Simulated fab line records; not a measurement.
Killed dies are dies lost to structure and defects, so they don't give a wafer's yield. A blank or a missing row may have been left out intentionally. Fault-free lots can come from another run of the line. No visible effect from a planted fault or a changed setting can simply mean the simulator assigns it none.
A single fault, viewed from 2 desks | flow n5Finfet | each desk holds nothing but its own numbers, with what lay behind them at the end

## THE METROLOGY DESK
Means of the sampled wafers that have a number, per lot and without regard to the tool the lot ran on: this is what the gauges read. Any lot whose mean is over 4 standard deviations away from the usual mean is out of limits and marked OUT; that distance is given in the brackets. Shown here are 7 of its 11 readings, the ones lying furthest out on some lot.
Columns: A = DIBL_N at N5_BEOL_M4_RC_MEAS_101, usual 37.2 mV/V; B = DIBL_P at N5_BEOL_M4_RC_MEAS_101, usual 37.3 mV/V; C = IOFF_N at N5_BEOL_M4_RC_MEAS_101, usual 0.18 nA/um; D = IOFF_P at N5_BEOL_M4_RC_MEAS_101, usual 0.22 nA/um; E = ION_N at N5_BEOL_M4_RC_MEAS_101, usual 678 uA/um; F = ION_P at N5_BEOL_M4_RC_MEAS_101, usual 462 uA/um; G = VT_P at N5_BEOL_M4_RC_MEAS_101, usual -250 mV
lot  | first seen here | A    | B    | C    | D    | E   | F   | G
L606 | day 8 04:04     | 36.0 | 36.0 | 0.16 | 0.17 | 669 | 452 | -253
L609 | day 8 12:24     | 39.5 | 40.8 | 0.25 | 0.27 | 692 | 463 | -249
L615 | day 9 21:38     | 38.4 | 38.5 | 0.19 | 0.22 | 685 | 460 | -250
L624 | day 12 13:08    | 37.5 | 35.8 | 0.16 | 0.22 | 675 | 461 | -250
L625 | day 12 17:44    | 37.0 | 35.9 | 0.18 | 0.24 | 683 | 466 | -247
L622 | day 13 00:19    | 37.6 | 36.8 | 0.19 | 0.26 | 679 | 473 | -246
L626 | day 13 00:36    | 36.9 | 38.4 | 0.20 | 0.23 | 686 | 462 | -250
L627 | day 13 04:52    | 36.7 | 38.8 | 0.16 | 0.20 | 665 | 453 | -254
L628 | day 13 15:19    | 35.3 | 35.8 | 0.15 | 0.19 | 667 | 457 | -253
This desk found nothing out of limits on any of the 9 lots.

## FOR THE TOOL OWNER'S DESK: rieDiel-03
The tool's own readings at N5_BEOL_M4_ETCH_70 (etches SOC in N2/H2, target depth 80 nm, overetch 24 nm, time 130 s): means of the sampled wafers that have a number, for each lot that ran on this tool. Any lot whose mean is over 4 standard deviations away from the usual mean is out of limits and marked OUT; that distance is given in the brackets.
Columns: A = drypumpMotorCurrentA at N5_BEOL_M4_ETCH_70, usual 5.9 A; B = oesProductAu at N5_BEOL_M4_ETCH_70, usual 0.58 a.u.; C = rfFwdPowerW at N5_BEOL_M4_ETCH_70, usual 835 W; D = rfVppV at N5_BEOL_M4_ETCH_70, usual 523.5 V; E = showerheadPlenumPTorr at N5_BEOL_M4_ETCH_70, usual 2.52 Torr; F = throttleValvePct at N5_BEOL_M4_ETCH_70, usual 17.79 %
lot  | first seen here | A   | B    | C             | D                | E    | F
L615 | day 10 03:25    | 6.0 | 0.54 | 765 (-20) OUT | 540.1 (+6.6) OUT | 2.54 | 17.87
L625 | day 12 22:01    | 6.2 | 0.59 | 836           | 521.4            | 2.44 | 17.82
L622 | day 13 06:43    | 5.9 | 0.53 | 837           | 521.9            | 2.45 | 17.90
Finding of this desk: L615 out of limits; the first was L615 at day 10 03:25, on rfFwdPowerW at N5_BEOL_M4_ETCH_70. L625, L622: within limits.

## BROUGHT TOGETHER
An alarm could have come from the tool owner's desk at day 10 03:25, on L615.
Metrology desk: nothing out of limits seen.
The metrology desk holds a record of L615, inside its limits.
All the named lots went through N5_BEOL_M4_ETCH_70 on rieDiel-03.

## WHAT THE SIMULATOR PUT IN
rieDiel-03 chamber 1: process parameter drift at N5_BEOL_M4_ETCH_70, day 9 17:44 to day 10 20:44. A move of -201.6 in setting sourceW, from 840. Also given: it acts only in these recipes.
Struck lots among those shown: L615.
How many hours passed from the start of the fault until each desk's first out-of-limits reading: the tool owner's desk, 10.
